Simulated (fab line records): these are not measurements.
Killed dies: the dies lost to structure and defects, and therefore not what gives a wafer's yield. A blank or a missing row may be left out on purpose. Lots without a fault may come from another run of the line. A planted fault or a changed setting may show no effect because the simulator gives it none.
fab line records | flow n5-finfet
record: lots: 9 | wafers: 27 | last-day: 17
route steps=1938 shown FIN_SAQP@98 BEOL_M4@1111
lots that met no fault: taken from a fault-free run of the same line
start-h: the number of hours between the record's first day and the start of the first shown wafer of the lot | wait-h: hours elapsed since this lot's preceding step | " as in the row above | L1.1+2: several wafers, shown together as one row | - no value, or no start was given | * or withheld: withheld | < > ~ a bound
route shown NAME@n: names a module that has steps shown in the file, with the first one's number in the route | usual: average and standard deviation across the fault-free wafers | same: alike in all rows | chamber/n: place in a boat | sites: readings site by site | _std_site: the standard deviation of these | _edge_site: mean of outer sites minus mean of inner sites | radius-mm: for every site, how far away it sits from the centre of the wafer | mask NAME#n: copy n | behind: tool/chamber where the wafer was last shaped | hold: what put the lot on hold/how long, in hours/how the hold closed | device: transistor that didn't switch, given as n, p or np | end of line: tests of these same wafers at the route's end | a step without rows: its recipe alone | killed: not the wafer's yield, but the dies lost to structure and defects at the first sort | map: a wafer's dies, x killed, . not, _ none there
set.NAME: the setting as run; set.NAME@STEP: as run at that earlier step | model.NAME: the simulator's own value behind a step, which no gauge read
route steps across a sampled set of lots; one table per step, one row per wafer
services: when a tool's chamber went out of use (start-h, in hours from the record's first day, below 0 if earlier), for how many hours, and the reason
== steps ==
step: N5_FIN_SAQP_PECVD_47
recipe: material: a-Si | target-thk-a: 450 | temp-c: 400 | precursor: SiH4/He | pressure-torr: 3 | rf-w: 100 | time-s: 36.3
usual: heater-power-w: 849/71 | showerhead-plenum-p-Torr: 5.702/0.028 | throttle-valve-pct: 17.7/0.85
lot.wafer | tool     | chamber | start-h | wait-h | heater-power-w | showerhead-plenum-p-Torr | throttle-valve-pct
L583.2    | pecvd-03 | 0       | 21.88   | 0.0    | 836            | 5.745                    | 17.3
L583.3    | "        | 1       | "       | "      | 904            | 5.734                    | 17.7
L583.4    | "        | 2       | "       | "      | 972            | 5.711                    | 17.0
L584.1    | pecvd-01 | 1       | 28.01   | 0.0    | 797            | 5.698                    | 18.0
L584.4    | "        | 2       | "       | "      | 762            | 5.664                    | 16.8
L584.5    | "        | 1       | "       | "      | 809            | 5.684                    | 17.7
L588.1    | pecvd-03 | 2       | 51.24   | 0.0    | 1001           | 5.706                    | 17.1
L588.4    | "        | 2       | "       | "      | 1014           | 5.710                    | 17.0
L588.6    | "        | 0       | "       | "      | 852            | 5.744                    | 17.3
L589.3    | pecvd-01 | 2       | 57.83   | 0.0    | 738            | 5.663                    | 17.1
L589.4    | "        | 2       | "       | "      | 737            | 5.659                    | 17.2
L589.5    | "        | 1       | "       | "      | 757            | 5.677                    | 18.1
L590.3    | pecvd-03 | 0       | 64.07   | 0.0    | 895            | 5.741                    | 17.2
L590.5    | "        | 0       | "       | "      | 874            | 5.760                    | 17.3
L590.6    | "        | 1       | "       | "      | 773            | 5.723                    | 18.0
L597.2    | pecvd-01 | 2       | 104.73  | 0.0    | 837            | 5.660                    | 17.2
L597.5    | "        | 0       | "       | "      | 917            | 5.701                    | 19.3
L597.6    | "        | 1       | "       | "      | 810            | 5.681                    | 17.7
L603.1    | pecvd-03 | 2       | 141.21  | 0.0    | 855            | 5.704                    | 17.2
L603.3    | "        | 0       | "       | "      | 795            | 5.730                    | 17.3
L603.4    | "        | 2       | "       | "      | 872            | 5.721                    | 17.2
L605.1    | pecvd-04 | 2       | 153.30  | 0.0    | 821            | 5.680                    | 18.5
L605.3    | "        | 1       | "       | "      | 931            | 5.678                    | 16.5
L605.6    | "        | 1       | "       | "      | 930            | 5.673                    | 16.3
L606.3    | pecvd-04 | 1       | 158.53  | 0.0    | 874            | 5.694                    | 16.6
L606.4    | "        | 2       | "       | "      | 770            | 5.695                    | 18.7
L606.6    | "        | 1       | "       | "      | 881            | 5.688                    | 16.4
step: N5_FIN_SAQP_COAT_10
recipe: resist: CAR-ArF | spin-rpm: 1500 | resist-thk-nm: 90
usual: spin-speed-rpm: 1499.9/0.91
lot.wafer | tool           | chamber | start-h | wait-h | spin-speed-rpm
L583.2    | litho-track-05 | 0       | 22.19   | -      | 1500.7
L583.3    | "              | 0       | "       | "      | 1500.9
L583.4    | "              | 0       | "       | "      | 1501.0
L584.1    | litho-track-04 | 0       | 28.30   | -      | 1499.6
L584.4    | "              | 0       | "       | "      | 1500.2
L584.5    | "              | 0       | "       | "      | 1502.0
L588.1    | litho-track-05 | 0       | 51.53   | -      | 1499.3
L588.4    | "              | 0       | "       | "      | 1500.3
L588.6    | "              | 0       | "       | "      | 1499.4
L589.3    | litho-track-05 | 0       | 58.12   | -      | 1590.2
L589.4    | "              | 0       | "       | "      | 1591.1
L589.5    | "              | 0       | "       | "      | 1589.0
L590.3    | litho-track-05 | 0       | 64.36   | -      | 1590.0
L590.5    | "              | 0       | "       | "      | 1590.3
L590.6    | "              | 0       | "       | "      | 1590.5
L597.2    | litho-track-04 | 0       | 105.02  | -      | 1500.4
L597.5    | "              | 0       | "       | "      | 1500.1
L597.6    | "              | 0       | "       | "      | 1500.6
L603.1    | litho-track-05 | 0       | 141.50  | -      | 1501.0
L603.3    | "              | 0       | "       | "      | 1500.2
L603.4    | "              | 0       | "       | "      | 1499.9
L605.1    | litho-track-05 | 0       | 153.59  | -      | 1500.3
L605.3    | "              | 0       | "       | "      | 1500.4
L605.6    | "              | 0       | "       | "      | 1500.0
L606.3    | litho-track-05 | 0       | 158.88  | -      | 1499.1
L606.4    | "              | 0       | "       | "      | 1499.0
L606.6    | "              | 0       | "       | "      | 1499.9
step: N5_FIN_SAQP_ETCH_52
recipe: chemistry: N2/H2 | target: SOC | target-depth-a: 1000 | overetch-a: 200 | mask-material: SiARC | temp-c: 40 | time-s: 150 | ion-energy-ev: 200 | pressure-mtorr: 30 | source-w: 840 | bias-w: 150 | n2-flow-sccm: 200 | h2-flow-sccm: 200 | ends: end-point
usual: drypump-motor-current-A: 5.9/0.45 | n2-flow-sccm: 200.0/0.58 | oes-product-au: 0.71/0.076 | rf-vpp-V: 524.1/3 | showerhead-plenum-p-Torr: 2.55/0.1 | throttle-valve-pct: 17.72/0.24
lot.wafer | tool        | chamber | start-h | wait-h | drypump-motor-current-A | n2-flow-sccm | oes-product-au | rf-hours-counter-h | rf-vpp-V | showerhead-plenum-p-Torr | throttle-valve-pct
L583.2    | rie-diel-05 | 3       | 23.93   | 0.0    | 5.9                     | 200.2        | 0.63           | 182                | 524.1    | 2.53                     | 17.90
L583.3    | "           | 2       | "       | "      | 5.8                     | 200.9        | 0.64           | 222                | 525.9    | 2.62                     | 17.51
L583.4    | "           | 0       | "       | "      | 5.1                     | 199.1        | 0.65           | 219                | 519.8    | 2.42                     | 18.22
L584.1    | rie-diel-05 | 1       | 29.10   | 0.0    | 5.7                     | 199.6        | 0.70           | 80                 | 528.7    | 2.68                     | 17.48
L584.4    | "           | 0       | "       | "      | 5.1                     | 199.2        | 0.64           | 222                | 519.8    | 2.41                     | 18.20
L584.5    | "           | 1       | "       | "      | 5.7                     | 199.3        | 0.71           | -                  | 527.5    | 2.68                     | 17.51
L588.1    | rie-diel-05 | 0       | 52.32   | 0.0    | 5.1                     | 200.1        | 0.64           | 230                | 519.2    | 2.41                     | 18.22
L588.4    | "           | 2       | "       | "      | 5.8                     | 200.2        | 0.63           | 232                | 525.2    | 2.62                     | 17.52
L588.6    | "           | 0       | "       | "      | 5.0                     | 200.6        | 0.64           | -                  | 519.6    | 2.41                     | 18.21
L589.3    | rie-diel-05 | 3       | 58.55   | 0.0    | 5.9                     | 200.2        | 0.63           | 194                | 523.5    | 2.53                     | 17.90
L589.4    | "           | 2       | "       | "      | 5.8                     | 200.0        | 0.63           | 233                | 526.1    | 2.62                     | 17.52
L589.5    | "           | 1       | "       | "      | 5.6                     | 199.4        | 0.70           | -                  | 527.1    | 2.68                     | 17.52
L590.3    | rie-diel-06 | 1       | 65.14   | 0.0    | 6.4                     | 200.1        | 0.83           | 23                 | 528.4    | 2.71                     | 17.65
L590.5    | "           | 3       | "       | "      | 6.6                     | 200.1        | 0.64           | -                  | 521.8    | 2.43                     | 17.53
L590.6    | "           | 1       | "       | "      | 6.5                     | 200.3        | 0.83           | -                  | 529.2    | 2.71                     | 17.66
L597.2    | rie-diel-05 | 0       | 106.04  | 0.0    | 5.1                     | 200.4        | 0.62           | 248                | 519.5    | 2.40                     | 18.25
L597.5    | "           | 0       | "       | "      | 5.1                     | 199.7        | 0.62           | -                  | 519.6    | 2.40                     | 18.25
L597.6    | "           | 1       | "       | "      | 5.7                     | 199.6        | 0.69           | -                  | 526.8    | 2.67                     | 17.55
L603.1    | rie-diel-04 | 0       | 142.05  | 0.0    | 5.4                     | 199.8        | 0.79           | 38                 | 524.6    | 2.58                     | 17.57
L603.3    | "           | 1       | "       | "      | 6.0                     | 200.8        | 0.78           | 44                 | 523.9    | 2.59                     | 17.34
L603.4    | "           | 0       | "       | "      | 5.4                     | 199.4        | 0.79           | -                  | 525.6    | 2.58                     | 17.58
L605.1    | rie-diel-04 | 2       | 154.15  | 0.0    | 5.9                     | 199.7        | 0.74           | 85                 | 525.8    | 2.57                     | 18.04
L605.3    | "           | 0       | "       | "      | 5.4                     | 200.4        | 0.78           | 44                 | 524.0    | 2.58                     | 17.58
L605.6    | "           | 1       | "       | "      | 6.0                     | 200.9        | 0.77           | -                  | 525.7    | 2.59                     | 17.36
L606.3    | rie-diel-04 | 2       | 159.67  | 0.0    | 5.9                     | 199.4        | 0.73           | 86                 | 524.7    | 2.57                     | 18.02
L606.4    | "           | 3       | "       | "      | 5.5                     | 201.0        | 0.87           | 1                  | 524.9    | 2.60                     | 17.40
L606.6    | "           | 1       | "       | "      | 6.0                     | 200.2        | 0.77           | -                  | 524.5    | 2.59                     | 17.35
step: N5_FIN_SAQP_HM_OPEN_73
recipe: chemistry: CHF3/O2 | target: SiO2 | stop-on: a-Si | target-depth-a: 120 | over-etch-frac: 1.8 | mask-material: SOC | time-s: 16.8 | pressure-mtorr: 30 | source-w: 650 | bias-w: 170 | Ar_flow_sccm: 200 | CHF3_flow_sccm: 50 | O2_flow_sccm: 5 | ion-energy-ev: 200 | ends: end-point
usual: drypump-motor-current-A: 5.9/0.45 | oes-product-au: 0.47/0.051 | rf-vpp-V: 525/5.5 | showerhead-plenum-p-Torr: 2.42/0.093 | throttle-valve-pct: 18.71/0.22
lot.wafer | tool        | chamber | start-h | wait-h | drypump-motor-current-A | oes-product-au | rf-hours-counter-h | rf-vpp-V | showerhead-plenum-p-Torr | throttle-valve-pct
L583.2    | rie-diel-05 | 3       | 24.04   | 0.0    | 5.9                     | 0.42           | 182                | 526      | 2.40                     | 18.90
L583.3    | "           | 2       | "       | "      | 5.8                     | 0.43           | 222                | 524      | 2.47                     | 18.53
L583.4    | "           | 0       | "       | "      | 5.1                     | 0.43           | 219                | 516      | 2.29                     | 19.12
L584.1    | rie-diel-05 | 1       | 29.21   | 0.0    | 5.7                     | 0.47           | 80                 | 533      | 2.54                     | 18.52
L584.4    | "           | 0       | "       | "      | 5.1                     | 0.43           | 222                | 516      | 2.29                     | 19.13
L584.5    | "           | 1       | "       | "      | 5.7                     | 0.48           | -                  | 532      | 2.54                     | 18.52
L588.1    | rie-diel-05 | 0       | 52.43   | 0.0    | 5.0                     | 0.42           | 230                | 514      | 2.28                     | 19.13
L588.4    | "           | 2       | "       | "      | 5.8                     | 0.43           | 232                | 525      | 2.47                     | 18.54
L588.6    | "           | 0       | "       | "      | 5.0                     | 0.43           | -                  | 516      | 2.28                     | 19.14
L589.3    | rie-diel-05 | 3       | 58.66   | 0.0    | 5.9                     | 0.42           | 194                | 528      | 2.40                     | 18.94
L589.4    | "           | 2       | "       | "      | 5.8                     | 0.43           | 233                | 525      | 2.47                     | 18.55
L589.5    | "           | 1       | "       | "      | 5.7                     | 0.47           | -                  | 530      | 2.53                     | 18.54
L590.3    | rie-diel-06 | 1       | 65.25   | 0.0    | 6.5                     | 0.55           | 23                 | 526      | 2.56                     | 18.64
L590.5    | "           | 3       | "       | "      | 6.6                     | 0.43           | -                  | 521      | 2.30                     | 18.45
L590.6    | "           | 1       | "       | "      | 6.4                     | 0.56           | -                  | 524      | 2.56                     | 18.61
L597.2    | rie-diel-05 | 0       | 106.15  | 0.0    | 5.1                     | 0.41           | 248                | 515      | 2.28                     | 19.17
L597.5    | "           | 0       | "       | "      | 5.1                     | 0.42           | -                  | 515      | 2.28                     | 19.18
L597.6    | "           | 1       | "       | "      | 5.6                     | 0.47           | -                  | 529      | 2.53                     | 18.57
L603.1    | rie-diel-04 | 0       | 142.16  | 0.0    | 5.4                     | 0.53           | 38                 | 537      | 2.46                     | 18.72
L603.3    | "           | 1       | "       | "      | 6.0                     | 0.53           | 44                 | 528      | 2.46                     | 18.41
L603.4    | "           | 0       | "       | "      | 5.5                     | 0.52           | -                  | 536      | 2.46                     | 18.71
L605.1    | rie-diel-04 | 2       | 154.25  | 0.0    | 6.0                     | 0.48           | 85                 | 528      | 2.43                     | 18.99
L605.3    | "           | 0       | "       | "      | 5.4                     | 0.52           | 44                 | 536      | 2.45                     | 18.75
L605.6    | "           | 1       | "       | "      | 6.0                     | 0.51           | -                  | 527      | 2.46                     | 18.42
L606.3    | rie-diel-04 | 2       | 159.77  | 0.0    | 5.9                     | 0.48           | 87                 | 527      | 2.43                     | 18.98
L606.4    | "           | 3       | "       | "      | 5.6                     | 0.58           | 1                  | 528      | 2.47                     | 18.41
L606.6    | "           | 1       | "       | "      | 6.0                     | 0.52           | -                  | 527      | 2.45                     | 18.41
step: N5_BEOL_M4_RC_MEAS_101
usual: DIBL_N: 36.3/1.4 | DIBL_P: 36.2/1.5 | IOFF_N: 0.160/0.021 | IOFF_P: 0.211/0.027 | ION_N: 676/7.7 | ION_P: 463/5.5 | SS_N: 71.4/0.57 | SS_P: 73.3/0.58 | VT_N: 249.3/2.5 | VT_P: -250.1/2.6
lot.wafer | tool      | chamber | start-h | wait-h | DIBL_N[mV/V] | DIBL_P[mV/V] | IOFF_N[nA/um] | IOFF_P[nA/um] | ION_N[uA/um] | ION_P[uA/um] | SS_N[mV/dec] | SS_P[mV/dec] | VT_N[mV] | VT_P[mV]
L583.2    | prober-01 | 0       | 163.00  | 0.2    | 34.3         | 34.3         | 0.147         | 0.183         | 673          | 460          | 71.0         | 73.4         | 249.2    | -253.5
L583.3    | "         | 0       | "       | "      | 35.3         | 34.4         | 0.144         | 0.182         | 667          | 455          | 71.3         | 73.5         | 251.0    | -253.1
L583.4    | "         | 0       | "       | "      | 36.3         | 35.6         | 0.168         | 0.192         | 679          | 460          | 72.2         | 73.1         | 247.8    | -251.2
L584.1    | prober-01 | 0       | 181.54  | 0.0    | 38.2         | 38.3         | 0.174         | 0.251         | 683          | 471          | 72.4         | 73.7         | 248.6    | -245.4
L584.4    | "         | 0       | "       | "      | 37.7         | 36.9         | 0.154         | 0.215         | 675          | 464          | 72.0         | 73.3         | 250.5    | -246.7
L584.5    | "         | 0       | "       | "      | 39.7         | 38.2         | 0.195         | 0.248         | 675          | 465          | 72.0         | 73.9         | 248.5    | -249.7
L588.1    | prober-02 | 0       | 192.73  | 0.0    | 34.6         | 34.4         | 0.129         | 0.152         | 674          | 452          | 71.2         | 73.3         | 254.6    | -257.9
L588.4    | "         | 0       | "       | "      | 36.3         | 36.7         | 0.158         | 0.173         | 669          | 454          | 71.3         | 74.3         | 249.1    | -257.4
L588.6    | "         | 0       | "       | "      | 37.5         | 37.7         | 0.168         | 0.185         | 671          | 449          | 72.1         | 74.0         | 251.6    | -253.5
L589.3    | prober-01 | 0       | 205.08  | 0.3    | 38.6         | 37.1         | 0.156         | 0.234         | 668          | 467          | 71.9         | 73.6         | 252.9    | -250.9
L589.4    | "         | 0       | "       | "      | 38.2         | 37.4         | 0.152         | 0.229         | 673          | 469          | 71.0         | 73.6         | 249.7    | -249.4
L589.5    | "         | 0       | "       | "      | 37.8         | 35.5         | 0.137         | 0.201         | 674          | 461          | 71.8         | 73.1         | 253.1    | -250.7
L590.3    | prober-01 | 0       | 214.55  | 0.3    | 37.1         | 35.6         | 0.154         | 0.203         | 673          | 460          | 71.1         | 73.5         | 250.1    | -250.2
L590.5    | "         | 0       | "       | "      | 35.9         | 34.0         | 0.139         | 0.198         | 677          | 469          | 70.9         | 72.5         | 249.1    | -248.9
L590.6    | "         | 0       | "       | "      | 36.6         | 34.4         | 0.144         | 0.193         | 665          | 468          | 70.8         | 72.9         | 248.3    | -249.8
L597.2    | prober-01 | 0       | 249.96  | 0.2    | 36.1         | 35.9         | 0.178         | 0.230         | 679          | 475          | 72.0         | 74.0         | 245.3    | -247.7
L597.5    | "         | 0       | "       | "      | 36.5         | 35.2         | 0.171         | 0.226         | 679          | 467          | 71.3         | 73.6         | 245.6    | -244.8
L597.6    | "         | 0       | "       | "      | 36.4         | 35.9         | 0.180         | 0.238         | 681          | 464          | 71.5         | 73.9         | 246.9    | -247.4
L603.1    | prober-02 | 0       | 296.92  | 0.0    | 36.2         | 37.0         | 0.155         | 0.210         | 681          | 465          | 71.0         | 72.6         | 248.7    | -248.2
L603.3    | "         | 0       | "       | "      | 33.3         | 34.4         | 0.112         | 0.168         | 667          | 460          | 70.5         | 72.3         | 252.3    | -251.6
L603.4    | "         | 0       | "       | "      | 35.4         | 36.0         | 0.134         | 0.185         | 676          | 465          | 71.1         | 72.1         | 250.8    | -252.4
L605.1    | prober-01 | 0       | 308.31  | 0.0    | 36.9         | 37.2         | 0.179         | 0.233         | 680          | 468          | 71.7         | 73.4         | 249.0    | -246.6
L605.3    | "         | 0       | "       | "      | 36.1         | 36.4         | 0.162         | 0.231         | 683          | 469          | 71.4         | 74.0         | 249.9    | -250.1
L605.6    | "         | 0       | "       | "      | 37.2         | 37.9         | 0.189         | 0.242         | 687          | 471          | 72.7         | 74.3         | 247.6    | -248.8
L606.3    | prober-01 | 0       | 313.48  | 0.3    | 36.2         | 36.6         | 0.155         | 0.221         | 673          | 465          | 71.6         | 74.1         | 250.7    | -249.9
L606.4    | "         | 0       | "       | "      | 35.2         | 34.4         | 0.125         | 0.181         | 660          | 451          | 70.8         | 73.0         | 253.3    | -250.6
L606.6    | "         | 0       | "       | "      | 37.5         | 37.0         | 0.157         | 0.228         | 673          | 460          | 71.8         | 74.3         | 250.6    | -249.8
== services ==
tool           | chamber | start-h | hours | kind
rie-diel-06    | 1       | 14.17   | 6.7   | repair
rie-diel-05    | -       | 19.63   | 2.8   | pm
rie-diel-04    | 2       | 19.79   | 4.9   | repair
rie-diel-04    | 0       | 25.03   | -     | clean
rie-diel-04    | 0       | 25.03   | -     | consumable-replace:focus-ring
rie-diel-04    | 0       | 25.03   | 16.6  | scheduled-down
rie-diel-04    | 0       | 25.03   | 16.6  | vent-cycle
rie-diel-04    | 1       | 26.85   | 1.2   | repair
litho-track-05 | -       | 29.55   | -     | consumable-replace:filter
pecvd-04       | 2       | 74.98   | 3.1   | repair
rie-diel-04    | 1       | 104.02  | 9.3   | repair
rie-diel-05    | 2       | 104.20  | -     | clean
rie-diel-05    | 2       | 104.20  | -     | consumable-replace:focus-ring
rie-diel-05    | 2       | 104.20  | 12.5  | scheduled-down
rie-diel-05    | 2       | 104.20  | 12.5  | vent-cycle
rie-diel-05    | 0       | 116.69  | -     | clean
rie-diel-05    | 0       | 116.69  | -     | consumable-replace:focus-ring
rie-diel-05    | 0       | 116.69  | -     | consumable-replace:showerhead
rie-diel-05    | 0       | 116.69  | 19.2  | scheduled-down
rie-diel-05    | 0       | 116.69  | 19.2  | vent-cycle
pecvd-04       | -       | 121.24  | 0.4   | repair
rie-diel-05    | 2       | 132.80  | 6.0   | repair
pecvd-01       | -       | 145.65  | 1.2   | repair
pecvd-01       | -       | 154.03  | 5.5   | pm
== key ==
first-sign: step: N5_FIN_SAQP_COAT_10 | reading: spin-speed-rpm | direction: up | sigmas: 99+ | usual: * | struck: *
effect none on later readings
met-at N5_FIN_SAQP_COAT_10
struck-lots L589,L590
not-acting-at N5_FIN_SAQP_PECVD_47,N5_FIN_SAQP_ETCH_52,N5_FIN_SAQP_HM_OPEN_73
onset-between 51.53 58.12
fault: kind: process-parameter-drift | tool: litho-track-05 | chamber: - | onset-h: 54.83 | steps: N5_FIN_SAQP_COAT_10 | channel: spin-rpm | offset: * | shape: step | end-h: 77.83 | acts-in: * | stated: *
